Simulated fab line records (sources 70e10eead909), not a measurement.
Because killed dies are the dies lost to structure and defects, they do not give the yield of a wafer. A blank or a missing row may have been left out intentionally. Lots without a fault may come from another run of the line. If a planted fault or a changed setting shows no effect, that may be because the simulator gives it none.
A struck lot beside a sound one / flow nandHarc / 15 steps out of a route of 1159
Sound: the wafers L541.2, L541.3, L541.6. The struck wafers were L543.1, L543.2, L543.5. The cause is given at the end.
For every step that has rows: the tool of each side, followed by ch and its chambers, followed by its first start. Under that, the readings that differ: sound wafers / struck wafers / difference of the means / sigmas: that difference in standard deviations of wafers without a fault.
alike: readings with means less than 2 such deviations apart, plus words and numbers identical on both sides. not compared: withheld readings, readings lacking a value on some wafer, bounds such as >300 that could conceal the same value, and numbers that have no deviation in the record and whose values overlap.
The two part at a step that has a row with sigmas, a row that says differs or no value, or rows on one side only. Numbers that don't overlap but have no deviation are shown without sigmas and don't part them. Lack of a reading on every wafer of one side parts them only where that side has two or more wafers.

first, 1 step without rows for these wafers: NHARC_A_CONTACT_ETCH_78 (etches the open film in O2/COS, target depth 2800 nm, time 728 s).
NHARC_A_CONTACT_ETCH_124: etches the open film in C4F8/O2/Ar, time 140 s, target depth 700 nm.
  sound on harCapEtch-02 ch 0,1, day 17 04:46; struck on harCapEtch-02 ch 0,1, day 18 09:08
  alike: chamberPressureMTorr, oesAirLineAu
  not compared: rfHoursCounterH
then, 3 steps without rows for these wafers: NHARC_A_CONTACT_ETCH_125 (etches the open film in C4F8/O2/Ar, time 155 s, target depth 956 nm); NHARC_A_CONTACT_ETCH_126 (etches the open film in C4F8/O2/Ar, time 155 s, target depth 956 nm); NHARC_A_CONTACT_ETCH_127 (etches the open film in C4F8/O2/Ar, time 155 s, target depth 956 nm).
NHARC_A_CONTACT_ETCH_128: etches the open film in C4F8/O2/Ar, time 155 s, target depth 956 nm.
  sound on harCapEtch-02 ch 0,1, day 17 05:22; struck on harCapEtch-02 ch 0,1, day 18 09:45
  alike: chamberPressureMTorr, oesAirLineAu
  not compared: rfHoursCounterH
then, 3 steps without rows for these wafers: NHARC_A_CONTACT_ETCH_129 (etches the open film in C4F8/O2/Ar, time 155 s, target depth 956 nm); NHARC_A_CONTACT_ETCH_130 (etches the open film in C4F8/O2/Ar, time 155 s, target depth 956 nm); NHARC_A_CONTACT_ETCH_131 (etches the open film in C4F8/O2/Ar, time 155 s, target depth 956 nm).
NHARC_A_CONTACT_ETCH_132: etches the open film in C4F8/O2/Ar, time 156 s, target depth 958 nm.
  sound on harCapEtch-02 ch 0,1, day 17 05:56; struck on harCapEtch-02 ch 0,1, day 18 10:19
  alike: chamberPressureMTorr, oesAirLineAu
  not compared: rfHoursCounterH
NHARC_A_CONTACT_ETCH_133: etches the open film in C4F8/O2/Ar, time 195 s, target depth 840 nm.
  sound on harCapEtch-02 ch 0,1, day 17 06:06; struck on harCapEtch-02 ch 0,1, day 18 10:28
reading=chamberPressureMTorr (mTorr); sound=20.038 20.002 20.050; struck=19.972 19.984 19.996; difference=-0.046; sigmas=-2
  alike: oesAirLineAu
  not compared: rfHoursCounterH
NHARC_A_CONTACT_ETCH_91: etches the open film in CH3F/O2, target depth 40 nm, time 85.7 s.
  sound on rieDiel-08 ch 1,2,3, day 17 06:39; struck on rieDiel-01 ch 0,2,3, day 18 11:03
reading=oesProductAu (a.u.); sound=1.00 1.00 1.00; struck=0.92 0.92 0.90; difference=-0.09; sigmas=-3
  alike: biasW, ch3fFlowSccm, drypumpMotorCurrentA, rfVppV, showerheadPlenumPTorr, throttleValvePct
  not compared: rfHoursCounterH
NHARC_A_CONTACT_ETCH_97: etches the open film in C4F6/O2, target depth 20 nm, time 10 s.
  sound on rieDiel-08 ch 1,2,3, day 17 06:46; struck on rieDiel-01 ch 2,3, day 18 11:10
  no value came back on the struck wafers for any of 8 readings (biasW (W), c4f6FlowSccm (sccm) and others); on the sound wafers biasW (W) reads 501.4 498.9 497.0
  not compared: rfHoursCounterH
NHARC_A_CONTACT_CD_MEAS_80:
  sound: cdSem-03 at day 17 06:50; struck: cdSem-02 at day 18 11:14
  alike: cdNm
-- break in the record here, with 2 days between the starts of the struck wafers on either side (left off in module A_CONTACT, picked up again in module END, where the first step shown is number 1159 on the route) --
NHARC_END_SORT_01:
  at this point the record logs the struck wafers (prober-01 ch 0, day 20 18:12) and has no rows for the sound ones

WHERE THEY PART
Earliest at NHARC_A_CONTACT_ETCH_133; latest, in this record, at NHARC_END_SORT_01.

WHY: what the simulator had put in
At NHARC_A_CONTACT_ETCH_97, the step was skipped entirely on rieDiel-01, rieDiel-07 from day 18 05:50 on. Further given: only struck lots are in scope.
